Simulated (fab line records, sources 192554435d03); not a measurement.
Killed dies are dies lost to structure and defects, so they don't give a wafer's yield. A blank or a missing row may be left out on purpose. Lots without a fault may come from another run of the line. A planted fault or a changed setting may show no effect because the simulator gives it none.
fab line records | flow n5_finfet
record lots=9 wafers=27 last_day=19
route steps=1938 shown BEOL_M0_SAQP@669 BEOL_M4@1111
lots that met no fault: from a run of the same line without faults
start_h: hours from the record's first day to the start of the lot's first wafer shown | wait_h: hours since the lot's step before | " the same as in the row above | L1.1+2: a row that stands for several wafers | - no value, or no start given | * or withheld: withheld | < > ~ a bound
route shown NAME@n: a module of which the file shows steps, and the number in the route of the first | usual: mean/standard deviation of fault-free wafers | same: alike in all rows | chamber/n: place in a boat | sites: the reading at each site | _std_site: their standard deviation | _edge_site: outer sites' mean less inner sites' | radius_mm: how far each site lies from the wafer's centre | mask NAME#n: copy n | behind: the tool/chamber that last shaped the wafer | hold: why the lot was held/for how many hours/how that ended | device: the transistor (n, p or np) that didn't switch | end of line: the same wafers' tests at the end of the route | a step without rows: its recipe alone | killed: dies lost to structure and defects at the first sort, not the wafer's yield | map: a wafer's dies, x killed, . not, _ none there
set.NAME: the setting as run; set.NAME@STEP: as run at that earlier step | model.NAME: the simulator's own value behind a step, which no gauge read
steps of the route over a sample of lots; a table a step, a row a wafer
services: from which hour (start_h, from the record's first day; less than 0 if before it) a tool's chamber was out of use, for how many hours, and why
## steps
# step N5_BEOL_M0_SAQP_MANDREL_ETCH_103
# recipe chemistry=HBr/Cl2 target=a-Si target_depth_a=450 bt_time_s=10 stop_on=SiCN mask_material=SiO2 over_etch_frac=0.8 time_s=27 pressure_mtorr=10 icp_w=800 bias_w=75 HBr_flow_sccm=150 Cl2_flow_sccm=80 ends=end_point
# usual drypump_motor_current_A=6.0/0.37 oes_product_au=0.680/0.0092 rf_fwd_power_W=793.6/2.8 throttle_valve_pct=35.37/0.25
# same bt_time_s=10
# columns lot.wafer tool chamber start_h wait_h drypump_motor_current_A oes_product_au rf_fwd_power_W rf_hours_counter_h throttle_valve_pct
L272.2 rie_si-02 2 168.00 0.0 6.7 0.677 793.4 88 35.33
L272.4 " 1 " " 5.5 0.675 790.9 150 35.31
L272.6 " 0 " " 6.0 0.701 795.9 - 35.41
L273.1 rie_si-03 3 181.18 0.0 5.3 0.673 792.3 94 35.05
L273.4 " 1 " " 6.4 0.676 797.3 - 35.07
L273.5 " 3 " " 5.3 0.684 792.5 - 35.05
L276.2 rie_si-01 0 192.05 0.0 6.0 0.678 789.2 88 35.67
L276.3 " 1 " " 5.8 0.674 791.4 167 35.20
L276.5 " 2 " " 6.2 0.695 790.6 - 35.28
L278.1 rie_si-01 0 206.95 0.0 6.0 0.678 795.6 88 35.66
L278.3 " 1 " " 5.8 0.677 792.6 167 35.19
L278.6 " 1 " " 5.8 0.680 792.5 - 35.18
L279.2 rie_si-02 2 215.38 0.0 6.7 0.674 797.9 89 35.34
L279.5 " 3 " " 6.4 0.691 797.3 - 35.91
L279.6 " 2 " " 6.6 0.678 798.3 - 35.32
L280.1 rie_si-01 2 219.50 0.0 6.3 0.679 791.6 133 35.28
L280.5 " 3 " " 6.2 0.664 791.9 - 35.77
L280.6 " 2 " " 6.3 0.688 790.5 - 35.26
L281.2 rie_si-01 0 224.02 0.0 6.0 0.679 793.5 88 35.64
L281.4 " 2 " " 6.2 0.694 791.9 134 35.25
L281.6 " 3 " " 6.2 0.666 794.4 - 35.75
L282.2 rie_si-03 1 228.10 0.0 6.3 0.669 797.1 122 35.08
L282.5 " 1 " " 6.4 0.663 794.0 - 35.06
L282.6 " 0 " " 6.0 0.683 794.7 - 35.16
L285.2 rie_si-03 3 248.84 0.0 5.3 0.683 792.3 95 35.04
L285.3 " 0 " " 6.0 0.674 796.9 1 35.19
L285.5 " 3 " " 5.3 0.689 792.1 - 35.04
# step N5_BEOL_M0_SAQP_RECESS_109
# recipe chemistry=HF/NH3 target=SiO2 target_depth_a=30 afs_cycles=1 temp_c=30 sublimation_temp_c=180 sublimation_time_s=60
# usual drypump_motor_current_A=5.5/0.53
# same sublimation_time_s=60
# columns lot.wafer tool chamber start_h wait_h drypump_motor_current_A
L272.2 vapor_etch-02 0 169.14 0.0 5.0
L272.4 " 0 " " 5.0
L272.6 " 1 " " 6.3
L273.1 vapor_etch-02 1 181.87 0.0 6.3
L273.4 " 1 " " 6.3
L273.5 " 1 " " 6.3
L276.2 vapor_etch-02 0 192.84 0.0 5.0
L276.3 " 1 " " 6.3
L276.5 " 0 " " 5.1
L278.1 vapor_etch-02 0 207.64 0.0 5.1
L278.3 " 1 " " 6.3
L278.6 " 1 " " 6.3
L279.2 vapor_etch-02 1 216.08 0.0 6.3
L279.5 " 1 " " 6.3
L279.6 " 0 " " 5.1
L280.1 vapor_etch-02 0 220.23 0.0 5.1
L280.5 " 1 " " 6.3
L280.6 " 0 " " 5.0
L281.2 vapor_etch-02 0 224.71 0.0 5.1
L281.4 " 0 " " 5.1
L281.6 " 0 " " 5.0
L282.2 vapor_etch-02 1 228.79 0.0 6.3
L282.5 " 0 " " 5.1
L282.6 " 1 " " 6.3
L285.2 vapor_etch-01 0 250.99 1.3 5.1
L285.3 " 0 " " 5.1
L285.5 " 0 " " 5.1
# step N5_BEOL_M0_SAQP_ETCH_88
# recipe chemistry=N2/H2 target=underlayer target_depth_a=65 time_s=5.2 ion_energy_ev=200 mask_material=CAR-EUV pressure_mtorr=30 source_w=840 bias_w=150 n2_flow_sccm=200 h2_flow_sccm=200 ends=cleared
# usual drypump_motor_current_A=5.8/0.61 etch_rf_on_time_s=5.18/0.085 oes_product_au=0.71/0.077 rf_fwd_power_W=819.5/2.6 rf_vpp_V=524.1/2.3 showerhead_plenum_p_Torr=2.55/0.085 throttle_valve_pct=17.83/0.21
# columns lot.wafer tool chamber start_h wait_h drypump_motor_current_A etch_rf_on_time_s oes_product_au rf_fwd_power_W rf_hours_counter_h rf_vpp_V showerhead_plenum_p_Torr throttle_valve_pct
L272.2 rie_diel-06 2 170.65 0.0 6.6 5.07 0.82 820.8 5 524.5 2.60 17.86
L272.4 " 3 " " 5.1 5.31 0.62 817.2 199 521.0 2.42 18.23
L272.6 " 2 " " 6.6 5.01 0.82 816.6 - 527.3 2.60 17.87
L273.1 rie_diel-06 0 183.96 0.0 6.3 5.08 0.78 818.7 25 525.1 2.60 17.69
L273.4 " 2 " " 6.6 5.04 0.83 821.7 - 525.2 2.60 17.88
L273.5 " 0 " " 6.3 5.10 0.78 817.7 - 524.5 2.60 17.69
L276.2 rie_diel-06 1 194.95 0.0 5.0 5.28 0.62 820.5 204 525.8 2.52 17.88
L276.3 " 2 " " 6.6 5.06 0.80 821.3 12 524.3 2.60 17.90
L276.5 " 2 " " 6.6 5.07 0.82 822.2 - 525.9 2.60 17.88
L278.1 rie_diel-06 2 209.58 0.0 6.6 4.25 0.88 1015.8 16 491.7 2.60 17.89
L278.3 " 0 " " 6.3 5.10 0.77 817.4 33 524.4 2.60 17.71
L278.6 " 0 " " 6.3 5.13 0.77 816.3 - 525.2 2.60 17.68
L279.2 rie_diel-06 0 217.89 0.0 6.3 5.08 0.76 821.9 35 524.9 2.60 17.68
L279.5 " 2 " " 6.6 4.20 0.88 1023.3 - 489.2 2.60 17.90
L279.6 " 3 " " 5.1 5.22 0.59 820.5 - 521.7 2.41 18.26
L280.1 rie_diel-01 1 221.87 0.0 6.8 5.22 0.69 821.3 90 524.4 2.57 17.79
L280.5 " 1 " " 6.8 5.18 0.70 820.7 - 523.4 2.57 17.80
L280.6 " 0 " " 5.4 5.20 0.71 819.9 - 526.6 2.58 17.70
L281.2 rie_diel-01 1 226.51 0.0 6.8 5.23 0.70 819.0 91 523.7 2.57 17.80
L281.4 " 2 " " 4.9 5.25 0.63 818.3 158 522.1 2.44 17.91
L281.6 " 3 " " 5.4 5.12 0.77 817.8 - 522.1 2.49 17.45
L282.2 rie_diel-06 1 230.55 0.0 4.9 5.34 0.61 820.6 215 523.7 2.51 17.93
L282.5 " 2 " " 6.6 4.26 0.87 1022.8 - 489.2 2.60 17.93
L282.6 " 1 " " 5.0 5.33 0.61 818.7 - 522.5 2.51 17.92
L285.2 rie_diel-01 0 252.42 0.0 5.4 5.27 0.69 815.6 92 524.0 2.57 17.78
L285.3 " 3 " " 5.4 5.14 0.75 813.4 26 522.4 2.48 17.47
L285.5 " 1 " " 6.8 5.26 0.69 823.7 - 523.9 2.56 17.84
# step N5_BEOL_M0_SAQP_CUT_ETCH_46
# recipe chemistry=N2/H2 target=SOC target_depth_a=1350 overetch_a=270 temp_c=40 time_s=202.5 ion_energy_ev=200 mask_material=SiARC pressure_mtorr=30 source_w=840 bias_w=150 n2_flow_sccm=200 h2_flow_sccm=200
# usual drypump_motor_current_A=5.8/0.61 rf_fwd_power_W=837.5/2.6 rf_vpp_V=524.1/2.4 showerhead_plenum_p_Torr=2.55/0.085 throttle_valve_pct=17.79/0.21
# columns lot.wafer tool chamber start_h wait_h drypump_motor_current_A rf_fwd_power_W rf_hours_counter_h rf_vpp_V showerhead_plenum_p_Torr throttle_valve_pct
L272.2 rie_diel-06 2 170.70 0.0 6.6 836.2 5 525.7 2.60 17.83
L272.4 " 3 " " 5.1 844.3 199 521.0 2.42 18.18
L272.6 " 2 " " 6.6 838.2 - 526.2 2.60 17.82
L273.1 rie_diel-06 0 184.01 0.0 6.3 837.5 25 525.5 2.60 17.62
L273.4 " 2 " " 6.6 837.9 - 525.8 2.60 17.84
L273.5 " 0 " " 6.3 840.6 - 524.5 2.60 17.63
L276.2 rie_diel-06 1 195.00 0.0 5.0 834.3 204 523.3 2.52 17.83
L276.3 " 2 " " 6.6 837.6 12 526.3 2.60 17.83
L276.5 " 2 " " 6.6 837.1 - 527.0 2.60 17.84
L278.1 rie_diel-06 2 209.62 0.0 6.6 832.1 16 526.7 2.60 17.84
L278.3 " 0 " " 6.3 839.2 33 525.2 2.60 17.65
L278.6 " 0 " " 6.3 837.4 - 524.5 2.60 17.62
L279.2 rie_diel-06 0 217.94 0.0 6.3 839.3 35 525.8 2.60 17.65
L279.5 " 2 " " 6.6 838.5 - 524.8 2.60 17.85
L279.6 " 3 " " 5.1 840.5 - 519.6 2.41 18.24
L280.1 rie_diel-01 1 221.91 0.0 6.7 836.9 90 523.9 2.57 17.77
L280.5 " 1 " " 6.7 837.0 - 523.9 2.57 17.75
L280.6 " 0 " " 5.5 837.6 - 524.4 2.58 17.68
L281.2 rie_diel-01 1 226.56 0.0 6.8 839.4 91 524.9 2.57 17.76
L281.4 " 2 " " 4.9 837.4 158 521.8 2.44 17.85
L281.6 " 3 " " 5.4 836.7 - 523.3 2.49 17.41
L282.2 rie_diel-06 1 230.60 0.0 4.9 836.7 215 525.4 2.51 17.86
L282.5 " 2 " " 6.6 840.0 - 525.6 2.59 17.85
L282.6 " 1 " " 4.9 837.0 - 524.5 2.51 17.86
L285.2 rie_diel-01 0 252.47 0.0 5.4 835.1 92 524.2 2.57 17.69
L285.3 " 3 " " 5.4 837.3 26 523.9 2.48 17.42
L285.5 " 1 " " 6.8 835.1 - 523.7 2.56 17.77
# step N5_BEOL_M4_RC_MEAS_101
# usual DIBL_N=36.4/1.4 DIBL_P=36.4/1.5 IOFF_N=0.156/0.022 IOFF_P=0.210/0.023 ION_N=675/9.1 ION_P=463/5.7 SS_N=71.6/0.45 SS_P=73.3/0.56 VT_N=250/3.1 VT_P=-250.3/2.3
# columns lot.wafer tool chamber start_h wait_h DIBL_N[mV/V] DIBL_P[mV/V] IOFF_N[nA/um] IOFF_P[nA/um] ION_N[uA/um] ION_P[uA/um] SS_N[mV/dec] SS_P[mV/dec] VT_N[mV] VT_P[mV]
L272.2 prober-02 0 257.10 0.2 37.6 37.8 0.163 0.190 677 453 72.0 73.5 249 -252.8
L272.4 " 0 " " 38.0 38.8 0.179 0.210 678 461 72.1 73.9 250 -250.8
L272.6 " 0 " " 37.2 37.7 0.159 0.185 670 452 71.9 73.5 249 -255.0
L273.1 prober-02 0 264.69 0.0 34.5 34.7 0.114 0.184 654 456 71.6 72.0 259 -250.2
L273.4 " 0 " " 36.2 36.8 0.140 0.209 658 456 72.5 73.3 254 -248.9
L273.5 " 0 " " 36.8 37.5 0.153 0.223 669 466 72.0 72.7 254 -249.1
L276.2 prober-02 0 278.18 0.2 34.3 34.7 0.131 0.183 677 454 71.0 72.3 253 -253.8
L276.3 " 0 " " 34.9 35.8 0.144 0.193 670 459 72.1 73.5 251 -255.0
L276.5 " 0 " " 35.4 36.5 0.149 0.196 668 457 71.8 73.2 254 -253.3
L278.1 prober-01 0 289.62 0.0 37.7 38.4 0.171 0.213 681 467 71.7 73.4 250 -251.3
L278.3 " 0 " " 37.9 38.2 0.176 0.225 681 465 72.3 73.7 249 -249.6
L278.6 " 0 " " 38.8 40.0 0.190 0.240 691 463 71.6 73.7 249 -248.2
L279.2 prober-01 0 301.47 0.2 37.7 37.1 0.167 0.210 682 461 71.6 74.3 249 -251.9
L279.5 " 0 " " 36.4 35.4 0.154 0.189 687 463 71.4 73.1 249 -252.3
L279.6 " 0 " " 38.5 38.0 0.188 0.223 690 471 71.9 73.9 245 -251.3
L280.1 prober-02 0 306.09 0.0 39.0 37.6 0.191 0.251 683 470 72.0 73.5 250 -247.7
L280.5 " 0 " " 37.2 35.8 0.156 0.227 678 469 71.0 73.2 251 -247.3
L280.6 " 0 " " 37.0 35.3 0.150 0.210 674 462 71.3 73.4 253 -249.9
L281.2 prober-02 0 311.12 0.2 34.7 36.0 0.134 0.192 678 465 71.1 72.3 252 -251.0
L281.4 " 0 " " 34.6 35.4 0.130 0.187 661 459 71.7 72.1 251 -251.1
L281.6 " 0 " " 33.9 34.7 0.116 0.168 665 456 71.0 72.4 254 -252.2
L282.2 prober-02 0 315.48 0.2 35.8 35.7 0.152 0.211 673 468 71.3 73.6 252 -248.7
L282.5 " 0 " " 34.8 34.3 0.131 0.188 672 465 71.2 73.3 251 -250.2
L282.6 " 0 " " 35.5 35.9 0.142 0.224 673 467 71.6 73.2 252 -248.7
L285.2 prober-02 0 342.34 0.2 37.0 38.0 0.164 0.233 669 468 71.6 73.6 250 -249.7
L285.3 " 0 " " 35.1 36.5 0.139 0.205 669 465 71.4 72.4 252 -248.6
L285.5 " 0 " " 36.8 38.2 0.174 0.235 676 467 71.8 72.8 249 -249.1
## services
# columns tool chamber start_h hours kind
rie_diel-01 3 152.84 - clean
rie_diel-01 3 152.84 - consumable_replace:focus_ring
rie_diel-01 3 152.84 19.1 scheduled_down
rie_diel-01 3 152.84 19.1 vent_cycle
vapor_etch-01 0 165.60 16.3 repair
rie_si-01 3 168.75 4.6 repair
rie_si-03 0 169.96 4.0 repair
rie_diel-06 1 183.64 4.6 repair
vapor_etch-01 1 184.70 0.9 repair
rie_diel-01 0 196.72 1.8 repair
rie_diel-01 1 196.83 5.2 repair
rie_si-02 1 212.05 2.2 repair
rie_diel-06 - 213.84 2.8 pm
rie_si-03 1 223.40 4.2 repair
vapor_etch-02 - 240.19 15.6 pm
rie_si-01 - 243.50 0.4 repair
rie_diel-01 2 247.70 9.1 repair
## key
first_sign step=N5_BEOL_M0_SAQP_ETCH_88 reading=rf_fwd_power_W direction=up sigmas=76 usual=* struck=*
effect step=N5_BEOL_M0_SAQP_ETCH_88 reading=rf_vpp_V direction=down sigmas=15 usual=524.1 struck=490.0
met_at N5_BEOL_M0_SAQP_ETCH_88
struck_lots L278,L279,L282
struck_wafers L278.1,L279.5,L282.5
not_acting_at N5_BEOL_M0_SAQP_MANDREL_ETCH_103,N5_BEOL_M0_SAQP_RECESS_109,N5_BEOL_M0_SAQP_CUT_ETCH_46
onset_between 194.95 209.58
fault kind=process_parameter_drift tool=rie_diel-06 chamber=2 onset_h=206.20 steps=N5_BEOL_M0_SAQP_ETCH_88 channel=source_w offset=201.6 shape=step end_h=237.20 acts_in=these_recipes_only stated=840
